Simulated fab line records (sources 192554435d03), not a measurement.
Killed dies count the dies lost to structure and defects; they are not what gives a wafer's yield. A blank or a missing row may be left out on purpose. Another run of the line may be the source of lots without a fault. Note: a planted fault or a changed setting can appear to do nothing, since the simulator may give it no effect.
Matching of chambers :: flow n5_finfet :: 4 sister chambers for N5_BEOL_M9_CMP_52 on cmp-02
The step polishes, stops on SiCOH lowk, t overpolish 7 s, target thk 140 nm. 8 wafers are shown with their chamber, then 11 later ones without.

## EACH WAFER AND ITS CHAMBER
wafer: L082.5
chamber: 1
motor_current_A (A): 6.0
time_to_endpoint_s (s): 67

wafer: L085.2
chamber: 3
motor_current_A (A): 5.6
time_to_endpoint_s (s): 65

wafer: L085.3
chamber: 1
motor_current_A (A): 6.0
time_to_endpoint_s (s): 64

wafer: L085.5
chamber: 0
motor_current_A (A): 6.2
time_to_endpoint_s (s): 69

wafer: L086.1
chamber: 2
motor_current_A (A): 5.6
time_to_endpoint_s (s): 67

wafer: L086.4
chamber: 3
motor_current_A (A): 5.8
time_to_endpoint_s (s): 61

wafer: L086.6
chamber: 0
motor_current_A (A): 6.4
time_to_endpoint_s (s): 66

wafer: L087.1
chamber: 2
motor_current_A (A): 5.9
time_to_endpoint_s (s): 67

## WAFERS MISSING THEIR CHAMBER
wafer: L087.4
motor_current_A (A): 5.8
time_to_endpoint_s (s): 66

wafer: L087.5
motor_current_A (A): 6.0
time_to_endpoint_s (s): 65

wafer: L089.4
motor_current_A (A): 5.5
time_to_endpoint_s (s): 61

wafer: L089.5
motor_current_A (A): 6.4
time_to_endpoint_s (s): 66

wafer: L089.6
motor_current_A (A): 5.3
time_to_endpoint_s (s): 62

wafer: L092.1
motor_current_A (A): 6.5
time_to_endpoint_s (s): 72

wafer: L092.2
motor_current_A (A): 6.0
time_to_endpoint_s (s): 66

wafer: L092.6
motor_current_A (A): 5.5
time_to_endpoint_s (s): 65

wafer: L095.1
motor_current_A (A): 6.0
time_to_endpoint_s (s): 65

wafer: L095.2
motor_current_A (A): 5.8
time_to_endpoint_s (s): 64

wafer: L095.4
motor_current_A (A): 5.7
time_to_endpoint_s (s): 64

## WHICH CHAMBER EACH ONE RAN IN
wafer: L087.4
from the rows above: can't be placed: 2 or 1 or 3
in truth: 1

wafer: L087.5
from the rows above: can't be placed: 1 or 2
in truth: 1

wafer: L089.4
from the rows above: can't be placed: 3 or 2
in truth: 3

wafer: L089.5
from the rows above: can't be placed: 0 or 1
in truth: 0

wafer: L089.6
from the rows above: can't be placed: 3 or 2
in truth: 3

wafer: L092.1
from the rows above: 0
in truth: 0

wafer: L092.2
from the rows above: can't be placed: 1 or 2 or 0
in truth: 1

wafer: L092.6
from the rows above: can't be placed: 3 or 2 or 1
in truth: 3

wafer: L095.1
from the rows above: can't be placed: 1 or 2
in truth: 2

wafer: L095.2
from the rows above: can't be placed: 3 or 2 or 1
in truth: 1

wafer: L095.4
from the rows above: can't be placed: 3 or 2 or 1
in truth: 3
Correctly placed: 1 of 11. From these rows, 10 cannot be placed; in 10 the true chamber is one of the candidates. Wrongly placed: 0.
How it was worked out, from the rows above alone: a wafer's distance from a chamber is the root of the sum, over the readings, of the square of ((its reading less the chamber's mean) divided by the reading's scatter). If the next closest chamber is less than 2 further off than the closest, the wafer can't be placed; otherwise it belongs to the closest. For every chamber, the mean is computed from those of its wafers that are shown. The scatter: the root of (the sum of the squares of (reading less its chamber's mean) over the shown wafers, divided by (wafers less chambers)).
